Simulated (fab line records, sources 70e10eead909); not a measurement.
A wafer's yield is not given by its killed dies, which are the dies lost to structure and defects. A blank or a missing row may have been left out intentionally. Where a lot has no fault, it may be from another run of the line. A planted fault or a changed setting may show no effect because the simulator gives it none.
What tool caused it? / flow nand-harc / 18 wafers from 6 lots sampled at 3 of the route's 1159 steps

== WHAT EACH GAUGE READ, for each wafer ==
NHARC_P_GATE_INSPECT_28.
lot=L861; measured=day 5 13:12; on=defect-inspect-01; raw-defect-count=6 4 2
lot=L864; measured=day 6 06:58; on=defect-inspect-02; raw-defect-count=6 6 7
lot=L868; measured=day 7 05:27; on=defect-inspect-01; raw-defect-count=6 6 15
lot=L874; measured=day 8 21:25; on=defect-inspect-01; raw-defect-count=1271 1308 1278 1271 1331 1284
lot=L876; measured=day 8 22:06; on=defect-inspect-02; raw-defect-count=1342 1322 1298 1350 1333 1322
lot=L880; measured=day 10 02:38; on=defect-inspect-01; raw-defect-count=10 3 6

== WHICH TOOL RAN EACH LOT (tool, then ch and the chambers of the sampled wafers, then the start) ==
lot=L861; NHARC_P_STI_DESCUM_14=rie-diel-01 ch 0,2,3, day 3 07:57; NHARC_P_GATE_OXIDE_16=furnace-05 ch 0, day 5 03:05
lot=L864; NHARC_P_STI_DESCUM_14=rie-diel-08 ch 1,3, day 3 23:07; NHARC_P_GATE_OXIDE_16=furnace-05 ch 0, day 5 20:41
lot=L868; NHARC_P_STI_DESCUM_14=rie-diel-01 ch 1,2, day 5 00:07; NHARC_P_GATE_OXIDE_16=furnace-07 ch 0, day 6 19:08
lot=L874; NHARC_P_STI_DESCUM_14=rie-diel-01 ch 0,1,2, day 6 11:55; NHARC_P_GATE_OXIDE_16=furnace-07 ch 0, day 8 09:10
lot=L876; NHARC_P_STI_DESCUM_14=rie-diel-03 ch 0,2,3, day 6 23:25; NHARC_P_GATE_OXIDE_16=furnace-07 ch 0, day 8 09:10
lot=L880; NHARC_P_STI_DESCUM_14=rie-diel-08 ch 0,2,3, day 8 01:29; NHARC_P_GATE_OXIDE_16=furnace-01 ch 0, day 9 15:46
- NHARC_P_STI_DESCUM_14: chemistry O2, time 3 s.
- NHARC_P_GATE_OXIDE_16: material SiO2, target thk 3 nm, ox time 392 s.

== THE ANSWER, worked out from the rows above alone ==
Rule: the lots themselves supply what counts as usual. The widest of any qualifying gaps counts: lots, ordered by their means at a reading, are off when they make up no more than a third of the lots, leave a main group of 4 or more, and stand apart from it by 3 or more times the standard deviation of that group's means. A main group whose means are all the same, to the digits that the tables above print for the reading, isn't used. Also off: a lot with no number at a reading for which 4 or more lots have one. All remaining lots with rows at the step are treated as sound.
Off at NHARC_P_GATE_INSPECT_28 (raw-defect-count): L874, L876. Main group: mean 6.4, sd 1.8.
If a tool, at a process step before that reading, ran all the lots that are off and no sound lot after the first of them, it fits. Those tools and the gauges at NHARC_P_GATE_INSPECT_28 are tried in the same way. One fits: NHARC_P_GATE_OXIDE_16 on furnace-07. Its last sound lot is L868 (day 6 19:08), its first lot that is off L874 (day 8 09:10): a fault that began between those two fits.

== WHAT THE SIMULATOR PUT IN ==
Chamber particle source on furnace-07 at NHARC_P_GATE_OXIDE_16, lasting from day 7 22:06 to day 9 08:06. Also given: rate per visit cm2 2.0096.
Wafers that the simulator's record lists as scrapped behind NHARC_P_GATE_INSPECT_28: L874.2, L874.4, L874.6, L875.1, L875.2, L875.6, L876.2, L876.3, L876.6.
Lots struck among those shown: L874, L876. Same finding as the rule above.
